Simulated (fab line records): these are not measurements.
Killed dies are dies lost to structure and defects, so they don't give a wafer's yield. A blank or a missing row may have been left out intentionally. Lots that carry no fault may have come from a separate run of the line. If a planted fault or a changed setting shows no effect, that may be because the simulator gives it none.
The tool behind it: which one?	flow n5_finfet	Sampling: 24 lots, 72 wafers, 6 of 1938 route steps

== WHAT THE GAUGES READ, wafer by wafer ==
N5_BEOL_M10_OVL_MEAS_29. Usual: for V9_OVL the level is 0.2 nm and the standard deviation is 0.67.
lot	measured	on	V9_OVL (nm)	flag
L075	day 10 22:55	overlay-01	-0.2 -0.5 -0.2	
L074	day 11 02:41	overlay-02	-0.3 0.4 0.7	
L076	day 11 14:38	overlay-02	1.5 0.0 0.4	
L080	day 11 20:36	overlay-01	0.3 0.1 1.3	
L077	day 12 03:13	overlay-01	-1.2 -0.6 0.0	
L078	day 12 03:23	overlay-01	-0.4 0.4 0.0	
L079	day 12 13:58	overlay-02	0.0 1.6 1.3	
L081	day 13 05:53	overlay-01	0.1 0.4 -0.3	
L082	day 13 06:03	overlay-02	0.2 -1.0 0.3	
L083	day 14 01:39	overlay-02	1.6 0.4 0.8	
L084	day 14 02:09	overlay-01	0.4 0.4 0.5	
L086	day 14 19:11	overlay-02	-0.3 -0.1 0.4	
L085	day 14 19:22	overlay-02	0.7 0.8 0.2	
L088	day 15 02:28	overlay-01	-0.4 0.3 0.1	
L089	day 15 08:58	overlay-01	1.2 1.6 0.8	
L087	day 15 09:08	overlay-02	-0.3 -0.5 -0.2	
L093	day 15 10:37	overlay-01	0.9 0.2 0.6	
L091	day 15 23:17	overlay-02	-0.1 -1.2 -0.7	
L090	day 16 01:37	overlay-01	-0.2 0.2 0.0	
L092	day 16 09:23	overlay-02	0.2 -0.2 0.2	
L095	day 16 09:55	overlay-01	0.4 -1.1 0.5	
L094	day 16 10:05	overlay-01	-0.1 1.7 0.8	
L096	day 17 11:05	overlay-01	1.7 0.2 0.0	
L097	day 18 08:17	overlay-02	0.2 -0.5 0.5	

N5_BEOL_M10_INSPECT_30: inspects for defects (brightfield). Usual: raw_defect_count at 425, with a standard deviation of 110.
lot	measured	on	raw_defect_count	flag
L075	day 10 22:57	defect_inspect-02	578 656 502	
L074	day 11 02:43	defect_inspect-02	433 459 427	
L076	day 11 14:39	defect_inspect-01	361 344 313	
L080	day 11 20:37	defect_inspect-01	439 376 378	
L077	day 12 03:15	defect_inspect-02	578 353 409	
L078	day 12 03:25	defect_inspect-01	295 294 273	
L079	day 12 14:00	defect_inspect-01	343 460 348	
L081	day 13 05:55	defect_inspect-01	625 726 797	
L082	day 13 06:05	defect_inspect-02	422 386 336	
L083	day 14 01:41	defect_inspect-01	600 413 363	
L084	day 14 02:10	defect_inspect-02	517 427 420	
L086	day 14 19:13	defect_inspect-01	426 482 349	
L085	day 14 19:23	defect_inspect-01	323 331 321	
L088	day 15 02:29	defect_inspect-02	506 522 347	
L089	day 15 09:00	defect_inspect-02	198 281 286	
L087	day 15 09:10	defect_inspect-01	409 377 379	
L093	day 15 10:38	defect_inspect-02	480 462 420	
L091	day 15 23:19	defect_inspect-01	460 575 517	
L090	day 16 01:39	defect_inspect-01	387 465 509	
L092	day 16 09:24	defect_inspect-01	380 493 406	
L095	day 16 09:56	defect_inspect-01	377 381 423	
L094	day 16 10:07	defect_inspect-01	329 373 592	
L096	day 17 11:06	defect_inspect-02	389 560 504	
L097	day 18 08:19	defect_inspect-01	340 438 355	

N5_BEOL_M11_CD_MEAS_11: target cd 64.1 nm. Usual: cd_nm at 64.0 nm, with a standard deviation of 0.63.
lot	measured	on	cd_nm (nm)	flag
L075	day 11 03:58	cd_sem-03	64.8 64.1 63.0	
L074	day 11 10:52	cd_sem-01	64.1 63.5 63.8	
L076	day 11 19:26	cd_sem-03	62.5 63.0 65.0	
L080	day 12 07:25	cd_sem-03	64.8 64.8 64.5	
L077	day 12 11:43	cd_sem-02	64.3 64.2 64.8	
L078	day 12 11:52	cd_sem-02	63.5 63.4 63.9	
L079	day 12 21:35	cd_sem-02	64.2 63.9 64.6	
L081	day 13 13:27	cd_sem-02	65.2 65.6 65.0	
L082	day 13 13:41	cd_sem-01	64.4 64.3 63.4	
L083	day 14 06:33	cd_sem-01	63.0 62.8 63.5	
L084	day 14 09:22	cd_sem-02	64.0 63.3 63.3	
L086	day 15 00:22	cd_sem-02	63.9 63.7 64.2	
L085	day 15 01:09	cd_sem-01	63.9 64.9 65.2	
L088	day 15 09:41	cd_sem-01	63.5 63.8 64.7	
L089	day 15 14:23	cd_sem-03	64.6 64.3 64.4	
L087	day 15 14:37	cd_sem-03	63.8 63.2 64.4	
L093	day 15 19:55	cd_sem-01	63.5 63.4 63.9	
L091	day 16 05:17	cd_sem-03	64.4 64.4 64.7	
L090	day 16 11:01	cd_sem-03	64.6 63.7 64.2	
L092	day 16 15:34	cd_sem-02	63.5 64.3 63.8	
L095	day 16 15:44	cd_sem-02	64.1 64.1 64.1	
L094	day 16 15:53	cd_sem-01	65.1 65.0 64.1	
L096	day 17 18:55	cd_sem-03	64.0 63.4 63.7	
L097	day 18 14:55	cd_sem-01	64.4 64.2 63.8	

== WHAT TOOL EACH LOT RAN ON (gives the tool, then ch and the chambers of the sampled wafers, and finally the start) ==
lot	N5_BEOL_M10_VIA_ETCH_34	N5_BEOL_M10_DEGAS_44	N5_BEOL_M10_PRE_CLEAN_45
L075	rie_diel-03 ch 1,2,3, day 10 23:32	pvd_sputter-01, day 11 00:29	pvd_sputter-01, day 11 00:31
L074	rie_diel-04 ch 1,3, day 11 02:58	pvd_sputter-03, day 11 03:46	pvd_sputter-03, day 11 03:48
L076	rie_diel-03 ch 0,1,3, day 11 14:53	pvd_sputter-02, day 11 15:52	pvd_sputter-02, day 11 15:54
L080	rie_diel-03 ch 0,3, day 11 20:52	pvd_sputter-02, day 11 22:16	pvd_sputter-02, day 11 22:19
L077	rie_diel-03 ch 0,1,2, day 12 03:35	pvd_sputter-03, day 12 06:27	pvd_sputter-03, day 12 06:29
L078	rie_diel-03 ch 0,3, day 12 04:03	pvd_sputter-01, day 12 06:49	pvd_sputter-01, day 12 06:52
L079	rie_diel-04 ch 0,1,2, day 12 14:14	pvd_sputter-03, day 12 15:07	pvd_sputter-03, day 12 15:10
L081	rie_diel-03 ch 0,1, day 13 06:12	pvd_sputter-01, day 13 07:04	pvd_sputter-01, day 13 07:07
L082	rie_diel-03 ch 1,2,3, day 13 06:50	pvd_sputter-03, day 13 09:29	pvd_sputter-03, day 13 09:31
L083	rie_diel-04 ch 1,2,3, day 14 01:55	pvd_sputter-03, day 14 02:55	pvd_sputter-03, day 14 02:57
L084	rie_diel-01 ch 0,1, day 14 02:48	pvd_sputter-01, day 14 03:37	pvd_sputter-01, day 14 03:40
L086	rie_diel-01 ch 0,1,2, day 14 19:27	pvd_sputter-03, day 14 20:20	pvd_sputter-03, day 14 20:22
L085	rie_diel-04 ch 1,3, day 14 19:37	pvd_sputter-02, day 14 20:45	pvd_sputter-02, day 14 20:47
L088	rie_diel-01 ch 0,1,2, day 15 02:51	pvd_sputter-02, day 15 03:39	pvd_sputter-02, day 15 03:41
L089	rie_diel-04 ch 0,2,3, day 15 09:14	pvd_sputter-01, day 15 10:27	pvd_sputter-01, day 15 10:29
L087	rie_diel-03 ch 0,1,3, day 15 09:29	pvd_sputter-01, day 15 10:40	pvd_sputter-01, day 15 10:43
L093	rie_diel-01 ch 1,2, day 15 11:02	pvd_sputter-03, day 15 13:18	pvd_sputter-03, day 15 13:20
L091	rie_diel-03 ch 0,1,3, day 15 23:34	pvd_sputter-02, day 16 00:52	pvd_sputter-02, day 16 00:55
L090	rie_diel-03 ch 1,2, day 16 02:07	pvd_sputter-03, day 16 04:38	pvd_sputter-03, day 16 04:40
L092	rie_diel-01 ch 1,2,3, day 16 09:38	pvd_sputter-03, day 16 10:47	pvd_sputter-03, day 16 10:50
L095	rie_diel-01 ch 1,2,3, day 16 10:11	pvd_sputter-01, day 16 11:15	pvd_sputter-01, day 16 11:17
L094	rie_diel-03 ch 1,2,3, day 16 10:21	pvd_sputter-03, day 16 11:21	pvd_sputter-03, day 16 11:23
L096	rie_diel-01 ch 0,2, day 17 11:38	pvd_sputter-01, day 17 12:33	pvd_sputter-01, day 17 12:35
L097	rie_diel-01 ch 0,1,2, day 18 08:58	pvd_sputter-03, day 18 09:54	pvd_sputter-03, day 18 09:56
- N5_BEOL_M10_VIA_ETCH_34: etches SiCOH lowk in C4F6/O2, target depth 184.5 nm, time 69.2 s.
- N5_BEOL_M10_DEGAS_44: time 60 s.
- N5_BEOL_M10_PRE_CLEAN_45: time 30 s.

== AS READ BY THE TOOLS THEMSELVES (means over the sampled wafers that have a number; for cases with no such wafer, the mark the record gives instead) ==
N5_BEOL_M10_VIA_ETCH_34. Usual: for drypump_motor_current_A, 5.5 A with a standard deviation of 0.34; for mfc_ar_sccm, 300.0 sccm with a standard deviation of 0.88; for oes_f_703_au, 0.80 a.u. with a standard deviation of 0.061; for oes_product_au, 0.80 a.u. with a standard deviation of 0.054; for rf_vpp_V, 663 V with a standard deviation of 11; for showerhead_plenum_p_Torr, 2.87 Torr with a standard deviation of 0.11; for throttle_valve_pct, 20.86 % with a standard deviation of 0.16.
lot	tool	drypump_motor_current_A (A)	mfc_ar_sccm (sccm)	oes_f_703_au (a.u.)	oes_product_au (a.u.)	rf_vpp_V (V)	showerhead_plenum_p_Torr (Torr)	throttle_valve_pct (%)	flag
L075	rie_diel-03	5.5	299.1	0.80	0.79	655	2.91	20.78	
L074	rie_diel-04	6.3	300.2	0.86	0.86	665	2.86	21.13	
L076	rie_diel-03	5.4	300.5	0.80	0.79	668	2.91	20.74	
L080	rie_diel-03	5.5	299.4	0.75	0.75	662	2.89	20.76	
L077	rie_diel-03	5.5	300.2	0.79	0.77	668	2.83	20.87	
L078	rie_diel-03	5.4	300.7	0.75	0.75	663	2.89	20.77	
L079	rie_diel-04	5.7	300.0	0.82	0.83	666	2.81	20.94	
L081	rie_diel-03	5.3	300.0	0.78	0.77	679	2.82	20.83	
L082	rie_diel-03	5.4	300.4	0.79	0.78	656	2.90	20.81	
L083	rie_diel-04	5.9	299.1	0.81	0.81	663	2.87	20.96	
L084	rie_diel-01	5.3	299.1	0.82	0.84	665	2.85	20.81	
L086	rie_diel-01	5.6	300.7	0.84	0.85	663	2.90	20.86	
L085	rie_diel-04	6.1	300.3	0.84	0.83	658	2.92	21.05	
L088	rie_diel-01	5.5	299.7	0.84	0.85	662	2.89	20.87	
L089	rie_diel-04	5.5	299.7	0.82	0.81	659	2.88	20.87	
L087	rie_diel-03	5.4	300.0	0.77	0.76	667	2.89	20.78	
L093	rie_diel-01	5.7	300.2	0.87	0.86	655	2.97	20.86	
L091	rie_diel-03	5.4	300.5	0.77	0.76	666	2.89	20.79	
L090	rie_diel-03	5.4	300.4	0.80	0.78	659	2.91	20.82	
L092	rie_diel-01	5.4	300.2	0.83	0.84	658	2.92	20.82	
L095	rie_diel-01	5.4	299.5	0.84	0.84	657	2.92	20.81	
L094	rie_diel-03	5.5	300.5	0.76	0.75	655	2.89	20.85	
L096	rie_diel-01	5.6	299.7	0.80	0.82	665	2.85	20.96	
L097	rie_diel-01	5.5	299.8	0.80	0.81	663	2.88	20.91	

N5_BEOL_M10_DEGAS_44. Usual: heater_power_w at 325 W, with a standard deviation of 29.
lot	tool	heater_power_w (W)	flag
L075	pvd_sputter-01	331	
L074	pvd_sputter-03	326	
L076	pvd_sputter-02	370	
L080	pvd_sputter-02	354	
L077	pvd_sputter-03	331	
L078	pvd_sputter-01	343	
L079	pvd_sputter-03	337	
L081	pvd_sputter-01	321	
L082	pvd_sputter-03	337	
L083	pvd_sputter-03	331	
L084	pvd_sputter-01	308	
L086	pvd_sputter-03	318	
L085	pvd_sputter-02	317	
L088	pvd_sputter-02	339	
L089	pvd_sputter-01	302	
L087	pvd_sputter-01	330	
L093	pvd_sputter-03	319	
L091	pvd_sputter-02	336	
L090	pvd_sputter-03	321	
L092	pvd_sputter-03	340	
L095	pvd_sputter-01	339	
L094	pvd_sputter-03	340	
L096	pvd_sputter-01	339	
L097	pvd_sputter-03	341	

N5_BEOL_M10_PRE_CLEAN_45. Usual: heater_power_w at 326 W, with a standard deviation of 29.
lot	tool	heater_power_w (W)	flag
L075	pvd_sputter-01	336	
L074	pvd_sputter-03	332	
L076	pvd_sputter-02	366	
L080	pvd_sputter-02	355	
L077	pvd_sputter-03	331	
L078	pvd_sputter-01	339	
L079	pvd_sputter-03	337	
L081	pvd_sputter-01	323	
L082	pvd_sputter-03	337	
L083	pvd_sputter-03	329	
L084	pvd_sputter-01	313	
L086	pvd_sputter-03	321	
L085	pvd_sputter-02	320	
L088	pvd_sputter-02	335	
L089	pvd_sputter-01	300	
L087	pvd_sputter-01	325	
L093	pvd_sputter-03	321	
L091	pvd_sputter-02	336	
L090	pvd_sputter-03	323	
L092	pvd_sputter-03	342	
L095	pvd_sputter-01	338	
L094	pvd_sputter-03	336	
L096	pvd_sputter-01	336	
L097	pvd_sputter-03	334	

== THE ANSWER, worked out from the rows above alone ==
Rule: a lot counts as off when the mean over its wafers that have a number is more than 3 standard deviations away from the usual mean. Also off: a lot with no number at a reading for which 4 or more lots have one. All remaining lots with rows at the step are treated as sound. First the gauges in route order, then the tools' own readings, where a lot's mean is used as printed above. At the first step where some lot is off, the reading lying furthest off is the one used; lots without a number count as furthest.
Across all readings shown, no lot is off: no conclusion can be drawn from this.

== WHAT THE SIMULATOR HAD PUT IN ==
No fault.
